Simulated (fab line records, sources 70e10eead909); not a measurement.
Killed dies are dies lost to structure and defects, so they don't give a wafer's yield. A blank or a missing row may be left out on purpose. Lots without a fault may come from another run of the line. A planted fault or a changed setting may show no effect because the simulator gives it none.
A struck lot beside a sound one | flow nand_harc | 21 steps out of a route of 1302
Sound: wafers L364.1, L364.2, L364.4. Struck: wafers L365.1, L365.5. The cause comes at the end.
At each step with rows: each side's tool, then ch and its chambers, then its first start. Under that, the readings that differ: sound wafers | struck wafers | difference of the means | sigmas: that difference in standard deviations of wafers without a fault.
alike: readings whose means differ by less than 2 such deviations, and words and numbers that are the same on both sides. not compared: withheld readings, readings that some wafer has no value for, bounds like >300 that may hide the same value, and numbers for which the record gives no deviation and whose values overlap.
The two part at a step that has a row with sigmas, a row that says differs or no value, or rows on one side only. Numbers that don't overlap but have no deviation are shown without sigmas and don't part them. A reading that every wafer of one side lacks parts them only if that side has two wafers or more.

NHARC_A_BLC_CMP_25: polishes, t overpolish 30 s, target thk 150 nm.
  sound on cmp-01 ch 0,2,3, day 26 01:52; struck on cmp-03 ch 0,1, day 26 03:52
  alike: motor_current_A, overpolish_run_s, time_to_endpoint_s
then, 1 step without rows for these wafers: NHARC_A_BLC_SRD_27.
NHARC_A_BLC_INSPECT_28:
  sound on defect_inspect-01, day 26 02:16; struck on defect_inspect-02, day 26 04:15
  alike: raw_defect_count
then, 8 steps without rows for these wafers: NHARC_A_M0_DEP_00 (deposits SiOC, target thk 150 nm); NHARC_A_M0_DEHYDRATE_01 (time 120 s); NHARC_A_M0_HMDS_02 (time 30 s); NHARC_A_M0_COAT_33 (time 65 s); NHARC_A_M0_COAT_03 (resist thk 90 nm); NHARC_A_M0_SOFTBAKE_04 (time 55 s); NHARC_A_M0_EBR_05; NHARC_A_M0_EXPOSE_06 (exposes mask A M0, target cd 80 nm).
NHARC_A_M0_PEB_07: peb time 65 s.
  sound on litho_track-04 ch 0, day 26 03:05; struck on litho_track-04 ch 0, day 26 12:11
  reading          | sound               | struck        | difference | sigmas
  plate_temp_C (C) | 100.14 99.94 100.24 | 100.68 100.67 | +0.57      | +4
then, 1 step without rows for these wafers: NHARC_A_M0_DEVELOP_08 (develop time 35 s).
NHARC_A_M0_CD_MEAS_09: target cd 80 nm.
  sound on cd_sem-02 ch 0, day 26 03:10; struck on cd_sem-03 ch 0
  reading    | sound          | struck    | difference | sigmas
  cd_nm (nm) | 79.7 80.4 80.0 | 82.2 82.8 | +2.5       | +4
  not compared: hold
NHARC_A_M0_OVL_MEAS_10: pitch 160 nm.
  sound on overlay-01, day 26 03:16; struck on overlay-01, day 26 14:19
  reading           | sound       | struck                                            | difference                   | sigmas
  hold              | - - -       | await_dispo/1.8h/release await_dispo/1.8h/release | no value on the sound wafers |
  overlay_y_nm (nm) | 1.3 1.0 0.8 | -0.4 -0.7                                         | -1.6                         | -2
  alike: overlay_x_nm
NHARC_A_M0_INSPECT_11:
  sound on defect_inspect-02, day 26 03:17; struck on defect_inspect-02, day 26 14:21
  alike: raw_defect_count
NHARC_A_M0_DESCUM_14: chemistry O2, time 3 s.
  sound on rie_diel-01 ch 0,1,3, day 26 03:21; struck on rie_diel-13 ch 0,3, day 26 14:26
  reading               | sound             | struck      | difference | sigmas
  model.A_M0.cd_nm (nm) | 79.67 80.39 79.61 | 82.17 83.24 | +2.81      |
  alike: drypump_motor_current_A, mfc_ar_sccm, oes_product_au, rf_vpp_V, showerhead_plenum_p_Torr, throttle_valve_pct
  not compared: rf_hours_counter_h
NHARC_A_M0_ETCH_34: etches the open film in N2/H2, target depth 40 nm, overetch 12 nm, time 43.94 s.
  sound on rie_diel-01 ch 0,2,3, day 26 03:27; struck on rie_diel-13 ch 0,3, day 26 14:32
  alike: drypump_motor_current_A, mfc_ar_sccm, oes_product_au, rf_vpp_V, showerhead_plenum_p_Torr, throttle_valve_pct
  not compared: rf_hours_counter_h
NHARC_A_M0_ETCH_15: etches the open film in C4F8/Ar, target depth 150 nm, overetch 15 nm, time 82.5 s.
  sound on rie_diel-01 ch 0,2,3; struck on rie_diel-13 ch 1,3
  reading               | sound            | struck     | difference | sigmas
  model.A_M0.cd_nm (nm) | 79.62 80.59 79.7 | 82.2 83.17 | +2.7       |
  alike: oes_product_au, rf_vpp_V
  not compared: rf_hours_counter_h
NHARC_A_M0_CD_MEAS_16:
  sound on cd_sem-01, day 26 03:39; struck on cd_sem-02, day 26 14:57
  reading    | sound          | struck    | difference | sigmas
  cd_nm (nm) | 79.4 80.6 80.0 | 82.3 82.9 | +2.6       | +4
  not compared: hold
-- the record jumps here: 3 days lie between the struck wafers' starts before and after (it left off in module A_M0 and takes up again in module END, whose first step shown is number 1302 of the route) --
NHARC_END_SORT_01:
  the record has rows for the struck wafers here (prober-01 ch 0, day 29 05:22) and none for the sound ones

WHERE THEY PART
First at NHARC_A_M0_PEB_07; last, within this record, at NHARC_END_SORT_01.

WHY: what the simulator had put in
Process parameter drift: litho_track-04, from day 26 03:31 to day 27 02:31, at NHARC_A_M0_PEB_07. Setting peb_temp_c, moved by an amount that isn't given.
